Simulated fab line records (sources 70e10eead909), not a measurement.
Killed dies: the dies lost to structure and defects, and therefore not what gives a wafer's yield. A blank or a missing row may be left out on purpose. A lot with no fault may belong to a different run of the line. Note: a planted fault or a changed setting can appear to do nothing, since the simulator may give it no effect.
Matching of chambers -- flow nand-harc -- NHARC_P_GATE_PRECLEAN_99 on wet-bench-07: 7 sister chambers
The step cleans in SC1. 11 wafers are shown with their chamber, then 7 later ones without.

EACH WAFER AND ITS CHAMBER
wafer,chamber,sc1-h2o2-end-mol-l
L310.1,1,0.3694
L310.2,0,0.3703
L312.3,3,0.3691
L315.6,5,0.3705
L324.3,6,0.3697
L324.5,7,0.3701
L324.6,5,0.3700
L325.1,4,0.3692
L325.3,6,0.3685
L325.4,7,0.3690
L326.4,4,0.3699

WAFERS WHOSE CHAMBER IS MISSING
wafer,sc1-h2o2-end-mol-l
L326.5,0.3694
L327.3,0.3706
L327.4,0.3695
L327.6,0.3693
L330.2,0.3706
L330.3,0.3696
L330.6,0.3700

WHICH CHAMBER EACH ONE RAN IN
wafer,from the rows above,in truth
L326.5,can't be placed: 1 or 4 or 7 or 3 or 6 or 5 or 0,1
L327.3,can't be placed: 0 or 5 or 4 or 7 or 1 or 3 or 6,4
L327.4,can't be placed: 4 or 7 or 1 or 3 or 6 or 5 or 0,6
L327.6,can't be placed: 1 or 3 or 6 or 4 or 7 or 5 or 0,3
L330.2,can't be placed: 0 or 5 or 4 or 7 or 1 or 3 or 6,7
L330.3,can't be placed: 4 or 7 or 1 or 3 or 6 or 5 or 0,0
L330.6,can't be placed: 5 or 0 or 4 or 7 or 1 or 3 or 6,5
0 of 7 placed correctly. Not placeable from these rows: 7 (in 7, the candidates include the true chamber). Number placed wrongly: 0.
How it was worked out, from the rows above alone: a wafer's distance from a chamber is the root of the sum, over the readings, of the square of ((its reading less the chamber's mean) divided by the reading's scatter). The wafer belongs to the nearest chamber; if the next one is less than 2 further off, it can't be placed. Each chamber's mean is taken over the wafers shown for it. The scatter is the square root of a quotient: the sum, over the shown wafers, of each reading's squared deviation from its chamber's mean, divided by wafers minus chambers.
